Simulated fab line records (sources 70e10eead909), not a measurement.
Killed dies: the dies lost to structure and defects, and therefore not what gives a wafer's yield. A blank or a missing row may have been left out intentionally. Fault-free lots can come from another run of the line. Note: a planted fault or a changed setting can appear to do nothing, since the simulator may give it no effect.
Chamber matching -- flow nandHarc -- rieDiel-04 running NHARC_P_ZERO_WELL_ETCH_65: 4 sister chambers
The step etches the open film in N2/H2, target depth 80 nm, overetch 24 nm, time 87.88 s. 18 wafers are shown with their chamber, then 9 later ones without.

== WAFERS PAIRED WITH THEIR CHAMBERS ==
wafer,chamber,drypumpMotorCurrentA (A),rfVppV (V),oesProductAu (a.u.)
L074.2,0,5.3,435.5,0.998
L074.5,2,6.5,432.3,0.998
L074.6,3,5.2,429.8,1.009
L079.1,2,6.5,433.6,1.007
L079.2,3,5.2,430.5,1.006
L079.4,1,5.2,428.7,1.001
L081.1,2,6.4,432.1,1.019
L081.4,1,5.3,429.3,0.990
L081.6,0,5.4,434.2,0.990
L082.1,3,5.2,430.4,1.012
L082.4,0,5.4,434.1,1.000
L082.6,0,5.4,435.1,0.999
L084.2,1,5.3,430.9,0.986
L084.3,3,5.2,429.6,1.003
L084.5,3,5.2,431.6,1.004
L089.1,1,5.2,429.5,0.999
L089.2,0,5.4,434.1,0.990
L089.5,1,5.2,430.4,1.002

SIGNATURES, as means of the wafers listed above
reading,chamber 0,chamber 1,chamber 2,chamber 3,scatter within a chamber
drypumpMotorCurrentA,5.380,5.240,6.467,5.200,0.0436
rfVppV,434.600,429.760,432.667,430.380,0.784
oesProductAu,0.99540,0.99560,1.00800,1.00680,0.00644
Rule: for each reading, subtract the chamber's mean from the wafer's reading, divide by that reading's scatter and square the result; add these up over the readings and take the root, which gives the wafer's distance from the chamber. The wafer belongs to the nearest chamber; if the next one is less than 2 further off, it can't be placed. The scatter is the square root of a quotient: the sum, over the shown wafers, of each reading's squared deviation from its chamber's mean, divided by wafers minus chambers.

== WAFERS WITH NO CHAMBER GIVEN ==
wafer,drypumpMotorCurrentA (A),rfVppV (V),oesProductAu (a.u.)
L092.1,6.5,432.0,1.004
L092.2,5.4,433.8,1.013
L092.4,5.2,430.4,1.012
L094.1,6.4,432.7,1.010
L094.3,5.4,434.6,1.005
L094.4,5.2,428.9,1.001
L097.1,5.4,434.8,0.991
L097.3,5.2,431.0,0.991
L097.5,6.5,431.9,1.003

== WHICH CHAMBER EACH WENT THROUGH ==
wafer,from the rows above,in truth
L092.1,2,2
L092.2,0,0
L092.4,3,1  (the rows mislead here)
L094.1,2,2
L094.3,0,0
L094.4,can't be placed: 1 or 3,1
L097.1,0,0
L097.3,can't be placed: 1 or 3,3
L097.5,2,2
Placed correctly: 6 of 9. Cannot be placed on the basis of these rows: 2; the candidates contain the true chamber in 2. Placed wrongly: 1.
